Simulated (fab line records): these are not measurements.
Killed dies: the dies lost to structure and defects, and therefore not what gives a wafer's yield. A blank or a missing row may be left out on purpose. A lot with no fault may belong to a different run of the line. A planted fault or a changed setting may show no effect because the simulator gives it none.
The tool behind it: which one?	flow nandHarc	24 lots with 72 wafers sampled at 6 steps, on a route of 1302 steps

== WHAT EACH GAUGE READ, for each wafer ==
NHARC_P_CONTACT_CD_MEAS_12 targets a cd of 90 nm.
lot	measured	on	cdNm (nm)
L074	day 5 21:40	cdSem-01	90.5 89.3 89.7
L075	day 6 08:11	cdSem-02	89.7 89.5 88.9
L076	day 6 22:11	cdSem-02	89.3 88.8 89.0
L077	day 7 01:01	cdSem-02	89.7 88.9 89.9
L078	day 7 08:29	cdSem-01	90.1 89.7 90.4
L079	day 8 01:26	cdSem-01	90.4 89.2 89.4
L080	day 8 02:22	cdSem-02	89.2 89.9 89.5
L081	day 8 16:47	cdSem-02	89.1 89.5 90.7
L082	day 9 06:11	cdSem-03	89.4 89.8 88.8
L083	day 9 11:56	cdSem-02	91.2 90.5 90.2
L084	day 10 08:54	cdSem-03	88.8 88.6 89.3
L085	day 10 14:40	cdSem-02	90.6 90.3 90.4
L086	day 11 00:05	cdSem-03	89.6 89.7 90.5
L087	day 11 07:49	cdSem-02	90.4 91.0 90.5
L088	day 12 05:05	cdSem-02	91.0 90.4 90.2
L089	day 12 06:18	cdSem-02	89.3 88.8 89.4
L090	day 12 18:02	cdSem-03	89.4 89.5 89.4
L091	day 12 20:05	cdSem-01	89.3 89.1 89.9
L092	day 13 10:18	cdSem-01	90.7 90.6 90.2
L093	day 13 18:47	cdSem-02	90.6 90.1 89.3
L094	day 14 08:56	cdSem-01	90.5 90.2 90.4
L095	day 14 09:47	cdSem-02	90.1 89.2 89.7
L096	day 14 20:50	cdSem-02	90.9 89.6 89.9
L097	day 15 08:25	cdSem-01	89.6 90.6 90.6

NHARC_P_M0_OVL_MEAS_10: pitch 180 nm.
lot	measured	on	overlayXNm (nm)	overlayYNm (nm)
L074	day 6 02:28	overlay-01	-1.2 -1.2 -0.9	1.5 1.7 1.5
L075	day 6 12:19	overlay-01	-0.6 -1.2 -0.7	0.8 0.4 0.3
L076	day 7 02:21	overlay-02	0.5 0.3 -0.3	0.3 0.0 -0.1
L077	day 7 05:14	overlay-01	1.7 1.6 1.2	1.5 1.5 1.8
L078	day 7 12:45	overlay-02	-1.5 -2.1 -1.9	0.2 0.3 0.3
L079	day 8 05:42	overlay-02	0.5 0.3 -0.3	0.8 0.9 1.0
L080	day 8 06:38	overlay-01	1.5 0.9 0.8	0.2 0.0 -0.1
L081	day 8 21:10	overlay-01	0.1 0.0 -0.1	-0.6 -0.6 -0.8
L082	day 9 10:29	overlay-02	1.1 1.3 1.1	-0.3 -0.3 -0.2
L083	day 9 16:12	overlay-01	-0.3 0.2 -0.1	0.0 -0.5 0.3
L084	day 10 13:03	overlay-01	0.0 -0.3 0.1	-0.7 -1.2 -0.7
L085	day 10 18:55	overlay-02	1.8 1.8 1.2	-1.8 -1.7 -1.5
L086	day 11 04:19	overlay-02	0.5 0.6 0.2	-0.6 -1.1 -0.7
L087	day 11 12:20	overlay-02	1.1 1.0 0.6	-0.1 -0.2 -0.2
L088	day 12 09:17	overlay-02	0.3 0.0 0.1	-1.2 -0.8 -1.1
L089	day 12 10:44	overlay-01	-0.7 -1.1 -0.9	-0.9 -0.5 -1.2
L090	day 12 22:16	overlay-02	0.6 0.6 0.1	-0.9 -0.8 -0.6
L091	day 13 00:20	overlay-01	1.2 1.0 0.4	-0.1 0.0 -0.7
L092	day 13 14:33	overlay-01	0.1 0.4 -0.1	-0.1 -0.7 -0.4
L093	day 13 23:05	overlay-02	0.4 0.2 0.8	0.2 0.2 0.3
L094	day 14 13:22	overlay-01	1.2 0.9 0.8	0.4 0.8 0.4
L095	day 14 14:05	overlay-01	-0.4 -0.4 -1.0	0.6 0.9 0.8
L096	day 15 01:07	overlay-01	0.3 0.2 0.2	0.8 1.5 1.5
L097	day 15 12:49	overlay-01	0.5 0.8 1.0	0.1 0.3 0.3

== EACH LOT AND THE TOOL THAT RAN IT (in order: tool; ch and the chambers of the sampled wafers; start) ==
lot	NHARC_P_GATE_DESCUM_48	NHARC_P_GATE_STRIP_76	NHARC_P_GATE_RTA_82	NHARC_P_CONTACT_ETCH_35
L074	rieDiel-10 ch 0,1,3, day 5 13:43	plasmaAsher-02 ch 0,1, day 5 16:19	rtpAnneal-01 ch 0, day 5 20:01	rieDiel-04 ch 1,2, day 5 21:56
L075	rieDiel-06 ch 0,1,3, day 6 00:11	plasmaAsher-02 ch 0,1, day 6 02:35	rtpAnneal-01 ch 0, day 6 06:23	rieDiel-13 ch 1,3, day 6 08:28
L076	rieDiel-10 ch 1,3, day 6 14:13	plasmaAsher-01 ch 0,1, day 6 16:36	rtpAnneal-02 ch 0, day 6 20:22	rieDiel-08 ch 2,3, day 6 22:28
L077	rieDiel-10 ch 0,3, day 6 16:28	plasmaAsher-01 ch 0,1, day 6 19:05	rtpAnneal-01 ch 0, day 6 23:04	rieDiel-04 ch 0,2,3, day 7 01:18
L078	rieDiel-06 ch 1,2, day 7 00:35	plasmaAsher-02 ch 0,1, day 7 03:05	rtpAnneal-02 ch 0, day 7 06:53	rieDiel-08 ch 0,3, day 7 08:44
L079	rieDiel-10 ch 0,2, day 7 17:24	plasmaAsher-02 ch 0,1, day 7 19:47	rtpAnneal-02 ch 0, day 7 23:45	rieDiel-04 ch 0,2,3, day 8 01:43
L080	rieDiel-10 ch 1,3, day 7 18:04	plasmaAsher-02 ch 0,1, day 7 20:28	rtpAnneal-01 ch 0, day 8 00:36	rieDiel-04 ch 2,3, day 8 02:38
L081	rieDiel-06 ch 0,1, day 8 08:53	plasmaAsher-01 ch 0,1, day 8 11:16	rtpAnneal-02 ch 0, day 8 15:08	rieDiel-13 ch 0,1,2, day 8 17:05
L082	rieDiel-10 ch 2,3, day 8 22:13	plasmaAsher-02 ch 0,1, day 9 00:36	rtpAnneal-01 ch 0, day 9 04:25	rieDiel-04 ch 1,2, day 9 06:28
L083	rieDiel-03 ch 1,2, day 9 04:07	plasmaAsher-01 ch 0,1, day 9 06:29	rtpAnneal-02 ch 0, day 9 10:17	rieDiel-04 ch 1,2,3, day 9 12:13
L084	rieDiel-03 ch 1,2,3, day 10 00:55	plasmaAsher-01 ch 0,1, day 10 03:17	rtpAnneal-02 ch 0, day 10 07:09	rieDiel-13 ch 1,2, day 10 09:10
L085	rieDiel-03 ch 1,3, day 10 07:00	plasmaAsher-02 ch 0,1, day 10 09:16	rtpAnneal-02 ch 0, day 10 13:00	rieDiel-04 ch 0,3, day 10 14:55
L086	rieDiel-10 ch 0,1,2, day 10 16:14	plasmaAsher-01 ch 0,1, day 10 18:36	rtpAnneal-02 ch 0, day 10 22:24	rieDiel-08 ch 0,2,3, day 11 00:21
L087	rieDiel-06 ch 0,1,3, day 10 23:49	plasmaAsher-01 ch 0,1, day 11 02:14	rtpAnneal-02 ch 0, day 11 06:08	rieDiel-04 ch 1,2,3, day 11 08:07
L088	rieDiel-10 ch 0,1,2, day 11 21:13	plasmaAsher-01 ch 0,1, day 11 23:28	rtpAnneal-01 ch 0, day 12 03:17	rieDiel-13 ch 0,1,2, day 12 05:22
L089	rieDiel-03 ch 1,2,3, day 11 21:17	plasmaAsher-02 ch 0,1, day 11 23:56	rtpAnneal-02 ch 0, day 12 04:31	rieDiel-13 ch 2,3, day 12 06:35
L090	rieDiel-06 ch 0,3, day 12 09:46	plasmaAsher-02 ch 0,1, day 12 12:00	rtpAnneal-01 ch 0, day 12 16:04	rieDiel-08 ch 0,1,3, day 12 18:19
L091	rieDiel-06 ch 0,1,2, day 12 11:58	plasmaAsher-01 ch 0, day 12 14:26	rtpAnneal-02 ch 0, day 12 18:17	rieDiel-13 ch 1,2,3, day 12 20:22
L092	rieDiel-03 ch 0,1, day 13 02:33	plasmaAsher-01 ch 0,1, day 13 04:47	rtpAnneal-02 ch 0, day 13 08:29	rieDiel-04 ch 0,1,2, day 13 10:34
L093	rieDiel-06 ch 1,2,3, day 13 10:48	plasmaAsher-02 ch 0,1, day 13 13:11	rtpAnneal-01 ch 0, day 13 17:07	rieDiel-08 ch 0,1,3, day 13 19:04
L094	rieDiel-03 ch 1,3, day 14 01:11	plasmaAsher-01 ch 1, day 14 03:26	rtpAnneal-01 ch 0, day 14 07:17	rieDiel-08 ch 0,3, day 14 09:13
L095	rieDiel-10 ch 2,3, day 14 01:56	plasmaAsher-02 ch 0,1, day 14 04:12	rtpAnneal-01 ch 0, day 14 08:02	rieDiel-04 ch 2,3, day 14 10:03
L096	rieDiel-03 ch 1,2,3, day 14 12:43	plasmaAsher-02 ch 0,1, day 14 15:07	rtpAnneal-01 ch 0, day 14 18:47	rieDiel-08 ch 0,2,3, day 14 21:07
L097	rieDiel-10 ch 1,2,3, day 15 00:40	plasmaAsher-01 ch 0,1, day 15 02:55	rtpAnneal-01 ch 0, day 15 06:35	rieDiel-04 ch 0,2,3, day 15 08:42
- NHARC_P_GATE_DESCUM_48: chemistry O2, time 3 s.
- NHARC_P_GATE_STRIP_76: strips in O2.
- NHARC_P_GATE_RTA_82: time 30 s.
- NHARC_P_CONTACT_ETCH_35: etches the open film in CF4, target depth 39 nm, time 65 s.

== AS READ BY THE TOOLS THEMSELVES (means over the sampled wafers that have a number; for cases with no such wafer, the mark the record gives instead) ==
NHARC_P_GATE_DESCUM_48.
lot	tool	drypumpMotorCurrentA (A)	oesProductAu (a.u.)	rfVppV (V)	showerheadPlenumPTorr (Torr)	throttleValvePct (%)
L074	rieDiel-10	5.9	0.991	58.7	1.95	11.311
L075	rieDiel-06	5.8	1.002	56.5	1.90	11.307
L076	rieDiel-10	5.6	0.997	58.4	1.96	11.317
L077	rieDiel-10	6.1	1.001	58.1	2.00	11.311
L078	rieDiel-06	6.2	0.993	56.8	1.92	11.308
L079	rieDiel-10	5.9	1.002	57.8	1.97	11.311
L080	rieDiel-10	5.6	1.002	58.4	1.96	11.301
L081	rieDiel-06	5.9	0.999	58.2	1.94	11.305
L082	rieDiel-10	5.6	1.013	58.1	1.98	11.311
L083	rieDiel-03	5.8	0.991	58.1	1.95	11.308
L084	rieDiel-03	5.3	0.987	58.4	1.99	11.318
L085	rieDiel-03	5.8	0.993	57.9	1.95	11.305
L086	rieDiel-10	6.0	1.007	57.9	1.92	11.301
L087	rieDiel-06	5.8	0.998	57.3	1.90	11.321
L088	rieDiel-10	5.9	0.992	58.6	1.92	11.321
L089	rieDiel-03	5.3	0.985	58.2	1.99	11.307
L090	rieDiel-06	5.5	0.990	57.5	1.87	11.306
L091	rieDiel-06	5.9	0.995	57.6	1.88	11.316
L092	rieDiel-03	5.4	0.981	57.9	2.00	11.310
L093	rieDiel-06	6.0	0.992	57.7	1.87	11.318
L094	rieDiel-03	5.8	0.991	58.4	1.95	11.310
L095	rieDiel-10	5.6	0.992	58.5	1.98	11.317
L096	rieDiel-03	5.3	0.998	58.7	1.98	11.317
L097	rieDiel-10	5.7	0.989	57.4	1.93	11.316

NHARC_P_GATE_STRIP_76.
lot	tool	drypumpMotorCurrentA (A)	heaterPowerW (W)
L074	plasmaAsher-02	5.46	367
L075	plasmaAsher-02	5.44	366
L076	plasmaAsher-01	5.25	340
L077	plasmaAsher-01	5.30	344
L078	plasmaAsher-02	5.47	360
L079	plasmaAsher-02	5.46	365
L080	plasmaAsher-02	5.46	357
L081	plasmaAsher-01	5.25	331
L082	plasmaAsher-02	5.46	359
L083	plasmaAsher-01	5.30	342
L084	plasmaAsher-01	5.26	326
L085	plasmaAsher-02	5.45	370
L086	plasmaAsher-01	5.32	346
L087	plasmaAsher-01	5.30	338
L088	plasmaAsher-01	5.31	341
L089	plasmaAsher-02	5.43	354
L090	plasmaAsher-02	5.44	352
L091	plasmaAsher-01	5.35	354
L092	plasmaAsher-01	5.30	339
L093	plasmaAsher-02	5.46	354
L094	plasmaAsher-01	5.22	318
L095	plasmaAsher-02	5.47	349
L096	plasmaAsher-02	5.43	359
L097	plasmaAsher-01	5.25	328

NHARC_P_GATE_RTA_82.
lot	tool	annealTempCMax	lampPowerPct (%)	lamp_zone_6_pct (%)	wafer_temp_C_max
L074	rtpAnneal-01	451.7	3.83	3.80	451.2
L075	rtpAnneal-01	451.4	3.83	3.80	451.4
L076	rtpAnneal-02	451.0	4.25	4.22	452.2
L077	rtpAnneal-01	451.6	3.83	3.80	451.4
L078	rtpAnneal-02	451.6	4.25	4.21	451.8
L079	rtpAnneal-02	451.4	4.25	4.22	452.2
L080	rtpAnneal-01	451.8	3.84	3.80	451.8
L081	rtpAnneal-02	451.4	4.25	4.22	451.7
L082	rtpAnneal-01	451.8	3.83	3.80	451.6
L083	rtpAnneal-02	451.9	4.25	4.22	452.5
L084	rtpAnneal-02	451.1	4.26	4.22	451.7
L085	rtpAnneal-02	451.4	4.25	4.22	451.6
L086	rtpAnneal-02	451.9	4.26	4.22	451.8
L087	rtpAnneal-02	451.6	4.25	4.22	452.7
L088	rtpAnneal-01	451.6	3.83	3.80	451.6
L089	rtpAnneal-02	451.6	4.25	4.23	451.4
L090	rtpAnneal-01	451.4	3.83	3.80	451.6
L091	rtpAnneal-02	451.6	4.25	4.22	451.9
L092	rtpAnneal-02	451.4	4.25	4.22	451.8
L093	rtpAnneal-01	451.6	3.83	3.80	451.6
L094	rtpAnneal-01	451.8	3.83	3.80	451.5
L095	rtpAnneal-01	451.2	3.83	3.80	451.5
L096	rtpAnneal-01	451.1	3.83	3.80	451.5
L097	rtpAnneal-01	451.6	3.83	3.80	451.2

NHARC_P_CONTACT_ETCH_35.
lot	tool	drypumpMotorCurrentA (A)	oesProductAu (a.u.)	rfVppV (V)	showerheadPlenumPTorr (Torr)	throttleValvePct (%)
L074	rieDiel-04	5.5	0.999	151.0	1.73	13.285
L075	rieDiel-13	5.7	1.006	149.6	1.70	13.274
L076	rieDiel-08	6.0	1.013	150.9	1.78	13.284
L077	rieDiel-04	5.7	0.992	152.3	1.76	13.280
L078	rieDiel-08	6.0	1.011	151.8	1.83	13.278
L079	rieDiel-04	5.7	1.004	151.6	1.76	13.287
L080	rieDiel-04	5.5	1.011	151.3	1.76	13.286
L081	rieDiel-13	5.6	1.007	151.1	1.76	13.292
L082	rieDiel-04	5.5	0.995	151.0	1.72	13.282
L083	rieDiel-04	5.7	0.998	150.4	1.72	13.286
L084	rieDiel-13	5.8	0.998	150.6	1.71	13.288
L085	rieDiel-04	5.8	1.000	151.6	1.75	13.275
L086	rieDiel-08	5.9	1.006	151.8	1.80	13.288
L087	rieDiel-04	5.7	1.005	151.3	1.72	13.289
L088	rieDiel-13	5.6	0.999	151.6	1.76	13.293
L089	rieDiel-13	6.1	1.001	150.5	1.70	13.280
L090	rieDiel-08	5.8	1.005	151.7	1.79	13.288
L091	rieDiel-13	5.8	1.008	150.0	1.70	13.282
L092	rieDiel-04	5.5	0.998	152.1	1.76	13.292
L093	rieDiel-08	5.8	1.008	151.6	1.79	13.277
L094	rieDiel-08	6.0	1.009	152.3	1.83	13.287
L095	rieDiel-04	5.8	0.997	150.7	1.72	13.291
L096	rieDiel-08	6.0	1.002	151.7	1.80	13.280
L097	rieDiel-04	5.6	1.013	151.0	1.76	13.278

== THE ANSWER, worked out from the rows above alone ==
Rule: what is usual is taken from the lots themselves. Put in order of their means at a reading, lots are off if they are a third of the lots or fewer, leave a main group of 4 or more, and stand apart from it by a gap of 3 or more times the standard deviation of the main group's means; of several such gaps the widest counts. Not used: any main group whose means are identical at the precision the tables above print for the reading. Also off: a lot with no number at a reading for which 4 or more lots have one. Where the step has rows for the other lots, those lots are counted as sound. The gauges are gone through in route order, then the tools' own readings, and for those a lot's mean is taken as printed above. The first step at which some lot is off is used, and at that step the reading that is off furthest; a lot without a number counts as furthest.
None of the lots is off at any reading shown; this tells nothing.

== WHAT THE SIMULATOR PUT IN ==
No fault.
